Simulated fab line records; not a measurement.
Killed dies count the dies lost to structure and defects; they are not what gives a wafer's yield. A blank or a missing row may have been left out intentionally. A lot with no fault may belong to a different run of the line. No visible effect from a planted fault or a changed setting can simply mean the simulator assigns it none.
Matching of chambers ; flow n5_finfet ; N5_BEOL_M0_CUTY_ETCH_62 on rie_diel-05: 4 sister chambers
The step etches SiARC in CF4, time 58.5 s. 7 wafers are shown with their chamber, then 9 later ones without.

## WAFERS PAIRED WITH THEIR CHAMBERS
wafer;chamber;throttle_valve_pct (%);oes_product_au (a.u.)
L082.3;0;15.89;0.59
L089.4;1;15.54;0.84
L089.5;2;15.18;0.72
L089.6;3;15.32;0.79
L091.2;2;15.16;0.72
L091.3;3;15.35;0.79
L091.4;1;15.53;0.82

## WAFERS MISSING THEIR CHAMBER
wafer;throttle_valve_pct (%);oes_product_au (a.u.)
L095.1;15.21;0.71
L095.3;15.46;0.85
L095.4;15.56;0.79
L096.1;15.45;0.85
L096.3;15.58;0.79
L096.4;15.21;0.72
L097.2;15.20;0.70
L097.5;15.47;0.83
L097.6;15.22;0.71

## WHICH CHAMBER EACH WENT THROUGH
wafer;from the rows above;in truth
L095.1;2;2
L095.3;1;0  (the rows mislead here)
L095.4;1;1
L096.1;1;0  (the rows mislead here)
L096.3;1;1
L096.4;2;2
L097.2;2;2
L097.5;1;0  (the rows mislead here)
L097.6;2;2
Correctly placed: 6 of 9. Can't be placed from these rows: 0. Placed wrongly: 3.
How it was worked out, from the rows above alone: a wafer's distance from a chamber is the root of the sum, over the readings, of the square of ((its reading less the chamber's mean) divided by the reading's scatter). The wafer belongs to the nearest chamber; if the next one is less than 2 further off, it can't be placed. Each chamber's mean is taken over the wafers shown for it. The scatter: take each reading less its chamber's mean, square it, sum over the shown wafers, divide by the number of wafers less the number of chambers, and take the root.
